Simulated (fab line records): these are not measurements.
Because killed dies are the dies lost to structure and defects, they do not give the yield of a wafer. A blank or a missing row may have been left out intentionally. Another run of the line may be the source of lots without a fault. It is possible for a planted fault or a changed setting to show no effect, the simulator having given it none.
Matching of chambers || flow n5Finfet || N5_HKMG_FIN_DESCUM_17 on rieDiel-05: 4 sister chambers
The step chemistry O2, time 7.9 s. 22 wafers are shown with their chamber, then 11 later ones without.

== WAFERS PAIRED WITH THEIR CHAMBERS ==
{"wafer": "L075.2", "chamber": 2, "drypumpMotorCurrentA (A)": 5.8, "showerheadPlenumPTorr (Torr)": 2.16, "rfVppV (V)": 244.3}
{"wafer": "L075.4", "chamber": 0, "drypumpMotorCurrentA (A)": 6.3, "showerheadPlenumPTorr (Torr)": 2.15, "rfVppV (V)": 243.2}
{"wafer": "L075.5", "chamber": 0, "drypumpMotorCurrentA (A)": 6.3, "showerheadPlenumPTorr (Torr)": 2.15, "rfVppV (V)": 243.5}
{"wafer": "L079.1", "chamber": 0, "drypumpMotorCurrentA (A)": 6.3, "showerheadPlenumPTorr (Torr)": 2.14, "rfVppV (V)": 243.3}
{"wafer": "L079.2", "chamber": 3, "drypumpMotorCurrentA (A)": 6.6, "showerheadPlenumPTorr (Torr)": 2.18, "rfVppV (V)": 245.3}
{"wafer": "L079.3", "chamber": 2, "drypumpMotorCurrentA (A)": 5.8, "showerheadPlenumPTorr (Torr)": 2.16, "rfVppV (V)": 245.4}
{"wafer": "L079.4", "chamber": 1, "drypumpMotorCurrentA (A)": 5.4, "showerheadPlenumPTorr (Torr)": 1.98, "rfVppV (V)": 241.8}
{"wafer": "L079.5", "chamber": 1, "drypumpMotorCurrentA (A)": 5.4, "showerheadPlenumPTorr (Torr)": 1.98, "rfVppV (V)": 241.4}
{"wafer": "L079.6", "chamber": 0, "drypumpMotorCurrentA (A)": 6.3, "showerheadPlenumPTorr (Torr)": 2.14, "rfVppV (V)": 243.7}
{"wafer": "L080.3", "chamber": 0, "drypumpMotorCurrentA (A)": 6.3, "showerheadPlenumPTorr (Torr)": 2.14, "rfVppV (V)": 243.8}
{"wafer": "L080.4", "chamber": 2, "drypumpMotorCurrentA (A)": 5.8, "showerheadPlenumPTorr (Torr)": 2.16, "rfVppV (V)": 245.2}
{"wafer": "L080.5", "chamber": 0, "drypumpMotorCurrentA (A)": 6.3, "showerheadPlenumPTorr (Torr)": 2.14, "rfVppV (V)": 244.4}
{"wafer": "L081.1", "chamber": 1, "drypumpMotorCurrentA (A)": 5.4, "showerheadPlenumPTorr (Torr)": 1.98, "rfVppV (V)": 240.7}
{"wafer": "L081.2", "chamber": 2, "drypumpMotorCurrentA (A)": 5.7, "showerheadPlenumPTorr (Torr)": 2.16, "rfVppV (V)": 244.1}
{"wafer": "L081.4", "chamber": 1, "drypumpMotorCurrentA (A)": 5.4, "showerheadPlenumPTorr (Torr)": 1.98, "rfVppV (V)": 241.5}
{"wafer": "L082.1", "chamber": 2, "drypumpMotorCurrentA (A)": 5.8, "showerheadPlenumPTorr (Torr)": 2.16, "rfVppV (V)": 244.8}
{"wafer": "L082.3", "chamber": 3, "drypumpMotorCurrentA (A)": 6.6, "showerheadPlenumPTorr (Torr)": 2.18, "rfVppV (V)": 244.3}
{"wafer": "L082.6", "chamber": 3, "drypumpMotorCurrentA (A)": 6.6, "showerheadPlenumPTorr (Torr)": 2.18, "rfVppV (V)": 244.8}
{"wafer": "L085.1", "chamber": 0, "drypumpMotorCurrentA (A)": 6.3, "showerheadPlenumPTorr (Torr)": 2.14, "rfVppV (V)": 243.8}
{"wafer": "L085.2", "chamber": 2, "drypumpMotorCurrentA (A)": 5.8, "showerheadPlenumPTorr (Torr)": 2.15, "rfVppV (V)": 244.0}
{"wafer": "L085.6", "chamber": 3, "drypumpMotorCurrentA (A)": 6.6, "showerheadPlenumPTorr (Torr)": 2.18, "rfVppV (V)": 244.5}
{"wafer": "L087.2", "chamber": 1, "drypumpMotorCurrentA (A)": 5.4, "showerheadPlenumPTorr (Torr)": 1.98, "rfVppV (V)": 242.2}

SIGNATURES (means of the wafers above)
{"reading": "drypumpMotorCurrentA", "chamber 0": 6.300, "chamber 1": 5.400, "chamber 2": 5.783, "chamber 3": 6.600, "scatter within a chamber": 0.0215}
{"reading": "showerheadPlenumPTorr", "chamber 0": 2.1429, "chamber 1": 1.9800, "chamber 2": 2.1583, "chamber 3": 2.1800, "scatter within a chamber": 0.00354}
{"reading": "rfVppV", "chamber 0": 243.671, "chamber 1": 241.520, "chamber 2": 244.633, "chamber 3": 244.725, "scatter within a chamber": 0.499}
Rule: for each reading, subtract the chamber's mean from the wafer's reading, divide by that reading's scatter and square the result; add these up over the readings and take the root, which gives the wafer's distance from the chamber. If the next closest chamber is less than 2 further off than the closest, the wafer can't be placed; otherwise it belongs to the closest. How the scatter is found: for the shown wafers, subtract from each reading the mean of its chamber, square and add these, divide the total by (wafers less chambers), then take the root.

== WAFERS WITH NO CHAMBER GIVEN ==
{"wafer": "L087.4", "drypumpMotorCurrentA (A)": 6.3, "showerheadPlenumPTorr (Torr)": 2.14, "rfVppV (V)": 244.7}
{"wafer": "L087.6", "drypumpMotorCurrentA (A)": 5.7, "showerheadPlenumPTorr (Torr)": 2.15, "rfVppV (V)": 243.6}
{"wafer": "L089.1", "drypumpMotorCurrentA (A)": 6.6, "showerheadPlenumPTorr (Torr)": 2.17, "rfVppV (V)": 243.1}
{"wafer": "L089.2", "drypumpMotorCurrentA (A)": 6.3, "showerheadPlenumPTorr (Torr)": 2.14, "rfVppV (V)": 243.7}
{"wafer": "L089.3", "drypumpMotorCurrentA (A)": 5.8, "showerheadPlenumPTorr (Torr)": 2.15, "rfVppV (V)": 242.9}
{"wafer": "L091.4", "drypumpMotorCurrentA (A)": 5.8, "showerheadPlenumPTorr (Torr)": 2.15, "rfVppV (V)": 243.6}
{"wafer": "L091.5", "drypumpMotorCurrentA (A)": 5.4, "showerheadPlenumPTorr (Torr)": 2.24, "rfVppV (V)": 243.6}
{"wafer": "L091.6", "drypumpMotorCurrentA (A)": 6.3, "showerheadPlenumPTorr (Torr)": 2.14, "rfVppV (V)": 244.3}
{"wafer": "L097.3", "drypumpMotorCurrentA (A)": 6.6, "showerheadPlenumPTorr (Torr)": 2.17, "rfVppV (V)": 245.6}
{"wafer": "L097.4", "drypumpMotorCurrentA (A)": 6.3, "showerheadPlenumPTorr (Torr)": 2.13, "rfVppV (V)": 243.7}
{"wafer": "L097.5", "drypumpMotorCurrentA (A)": 6.3, "showerheadPlenumPTorr (Torr)": 2.13, "rfVppV (V)": 244.4}

== WHICH CHAMBER EACH WENT THROUGH ==
{"wafer": "L087.4", "from the rows above": 0, "in truth": 0}
{"wafer": "L087.6", "from the rows above": 2, "in truth": 2}
{"wafer": "L089.1", "from the rows above": 3, "in truth": 3}
{"wafer": "L089.2", "from the rows above": 0, "in truth": 0}
{"wafer": "L089.3", "from the rows above": 2, "in truth": 2}
{"wafer": "L091.4", "from the rows above": 2, "in truth": 2}
{"wafer": "L091.5", "from the rows above": 2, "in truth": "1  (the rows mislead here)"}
{"wafer": "L091.6", "from the rows above": 0, "in truth": 0}
{"wafer": "L097.3", "from the rows above": 3, "in truth": 3}
{"wafer": "L097.4", "from the rows above": 0, "in truth": 0}
{"wafer": "L097.5", "from the rows above": 0, "in truth": 0}
Placed correctly: 10 of 11. Not placeable from these rows: 0. Placed wrongly: 1.
